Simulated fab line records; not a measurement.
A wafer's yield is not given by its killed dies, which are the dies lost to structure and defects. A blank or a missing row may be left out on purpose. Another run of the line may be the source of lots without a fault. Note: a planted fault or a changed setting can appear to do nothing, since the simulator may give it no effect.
Struck lot and sound lot, side by side	flow nand_harc	27 out of 1159 route steps
Sound: these wafers, L682.3, L682.4, L682.6. Wafers L685.2, L685.3, L685.4 were the ones struck. The cause comes at the end.
Each step with rows lists, per side, the tool, then ch with its chambers, then its first start. Under that, the readings that differ: sound wafers	struck wafers	difference of the means	sigmas: that difference in standard deviations of wafers without a fault.
alike: readings with means less than 2 such deviations apart, plus words and numbers identical on both sides. not compared: withheld readings, readings lacking a value on some wafer, bounds such as >300 that could conceal the same value, and numbers that have no deviation in the record and whose values overlap.
Wherever a step has rows on one side only, a row that says differs or no value, or a row with sigmas, the two part there. When numbers do not overlap yet have no deviation, they are printed without sigmas and do not part them. A reading missing from all wafers of one side parts the sides only when that side holds two or more wafers.

first, 8 steps without rows for these wafers: NHARC_A_CHANNEL_HOLE_D1_PEB_08 (peb time 65 s); NHARC_A_CHANNEL_HOLE_D1_DEVELOP_09 (develop time 35 s); NHARC_A_CHANNEL_HOLE_D1_DESCUM_15 (chemistry O2, time 3 s); NHARC_A_CHANNEL_HOLE_D1_ETCH_38 (etches the open film in CF4, target depth 39 nm, time 65 s); NHARC_A_CHANNEL_HOLE_D1_ETCH_39 (etches the open film in N2/H2, target depth 260 nm, time 325 s); NHARC_A_CHANNEL_HOLE_D1_ETCH_34 (etches the open film in CF4/CHF3, target depth 154 nm, time 77 s); NHARC_A_CHANNEL_HOLE_D1_ETCH_16 (etches the open film in O2/COS, target depth 3100 nm, time 806 s); NHARC_A_CHANNEL_HOLE_D1_ETCH_19 (etches the open film in C4F8/O2/Ar, time 34.5 s).
NHARC_A_CHANNEL_HOLE_D1_ETCH_20: etches the open film in C4F8/O2/Ar, time 361.9 s, target depth 1600 nm.
  sound on har_etch-02 ch 0,1, day 12 18:25; struck on har_etch-01 ch 0,1, day 13 07:49
reading	sound	struck	difference	sigmas
o2_flow_sccm (sccm)	35.70 35.46 35.71	35.87 35.83 35.81	+0.21	+2
  alike: drypump_motor_current_A, showerhead_plenum_p_Torr, throttle_valve_pct
  not compared: rf_hours_counter_h
then, 15 steps without rows for these wafers: NHARC_A_CHANNEL_HOLE_D1_ETCH_21 (etches the open film in C4F8/O2/Ar, time 514.3 s, target depth 1600 nm); NHARC_A_CHANNEL_HOLE_D1_ETCH_22 (etches the open film in C4F8/O2/Ar, time 666.7 s, target depth 1600 nm); NHARC_A_CHANNEL_HOLE_D1_ETCH_23 (etches the open film in C4F8/O2/Ar, time 819 s, target depth 1600 nm); NHARC_A_CHANNEL_HOLE_D1_ETCH_24 (etches the open film in C4F8/O2/Ar, time 906.2 s, target depth 1500 nm); NHARC_A_CHANNEL_HOLE_D1_ETCH_25 (etches the open film in C4F8/O2/Ar, time 1040.2 s, target depth 1500 nm); NHARC_A_CHANNEL_HOLE_D1_ETCH_26 (etches the open film in C4F8/O2/Ar, time 224.1 s, target depth 300 nm); NHARC_A_CHANNEL_HOLE_D1_ETCH_33 (etches the open film in C4F8/O2/Ar, time 90 s, target depth 400 nm); NHARC_A_CHANNEL_HOLE_D1_STRIP_41 (strips in N2/H2); NHARC_A_CHANNEL_HOLE_D1_STRIP_42 (strips in CF4/CHF3); NHARC_A_CHANNEL_HOLE_D1_STRIP_43 (strips in O2/COS); NHARC_A_CHANNEL_HOLE_D1_ETCH_44 (etches the open film in CF4/O2, target depth 140 nm, overetch 14 nm, time 77 s); NHARC_A_CHANNEL_HOLE_D1_STRIP_27 (strips in O2); NHARC_A_CHANNEL_HOLE_D1_PRECLEAN_28 (cleans in SC1); NHARC_A_CHANNEL_HOLE_D1_SRD_29; NHARC_A_CHANNEL_HOLE_D1_XSEM_31.
NHARC_A_CHANNEL_HOLE_D1_INSPECT_40:
  sound: defect_inspect-01 at day 13 00:03; struck: defect_inspect-01 at day 13 13:23
reading	sound	struck	difference	sigmas
raw_defect_count	54 47 56	1149 1142 1179	+1104	+58
then, 1 step without rows for these wafers: NHARC_A_CHANNEL_FILL_D1_PRECLEAN_00 (cleans in SC1).
-- jump in the record: it breaks off in module A_CHANNEL_FILL_D1 and resumes in module END (first step shown: number 1159 of the route), and 11 days separate the struck wafers' starts before and after --
NHARC_END_SORT_01:
  at this point the record logs the struck wafers (prober-01 ch 0, day 24 08:59) and has no rows for the sound ones

== WHERE THEY PART ==
At NHARC_A_CHANNEL_HOLE_D1_ETCH_20 first; at NHARC_END_SORT_01 last (within this record only).

WHY: the cause the simulator had injected
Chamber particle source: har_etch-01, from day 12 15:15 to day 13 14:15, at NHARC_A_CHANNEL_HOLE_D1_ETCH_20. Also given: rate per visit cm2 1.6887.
